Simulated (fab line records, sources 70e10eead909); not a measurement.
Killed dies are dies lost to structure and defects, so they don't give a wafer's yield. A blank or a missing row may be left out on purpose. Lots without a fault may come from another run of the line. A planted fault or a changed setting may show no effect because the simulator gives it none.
Chamber matching | flow nand_harc | NHARC_A_ZERO_WELL_ETCH_19 on rie_diel-02: 4 sister chambers
The step etches the open film in N2/H2, target depth 80 nm, overetch 24 nm, time 87.88 s. 4 wafers are shown with their chamber, then 7 later ones without.

WAFERS WITH THEIR CHAMBER
wafer  | chamber | drypump_motor_current_A (A)
L622.4 | 2       | 5.3
L623.4 | 0       | 5.9
L627.1 | 1       | 5.7
L627.5 | 3       | 4.8

WAFERS WITHOUT THEIR CHAMBER
wafer  | drypump_motor_current_A (A)
L627.6 | 5.9
L625.1 | 5.7
L625.2 | 4.7
L625.4 | 5.4
L631.1 | 4.7
L631.2 | 5.3
L631.3 | 5.9

WHICH CHAMBER EACH WENT THROUGH
wafer  | from the rows above | in truth
L627.6 | 0                   | 0
L625.1 | 1                   | 1
L625.2 | 3                   | 3
L625.4 | 2                   | 2
L631.1 | 3                   | 3
L631.2 | 2                   | 2
L631.3 | 0                   | 0
Placed correctly: 7 of 7. Can't be placed from these rows: 0. Placed wrongly: 0.
How it was worked out, from the rows above alone: a wafer's distance from a chamber is the root of the sum, over the readings, of the square of ((its reading less the chamber's mean) divided by the reading's scatter). The wafer belongs to the nearest chamber; if the next one is less than 2 further off, it can't be placed. A chamber's mean is the mean of its shown wafers. The scatter: with one shown wafer a chamber, the root of the mean of the squares of how far each hidden wafer lies from its nearest shown one.
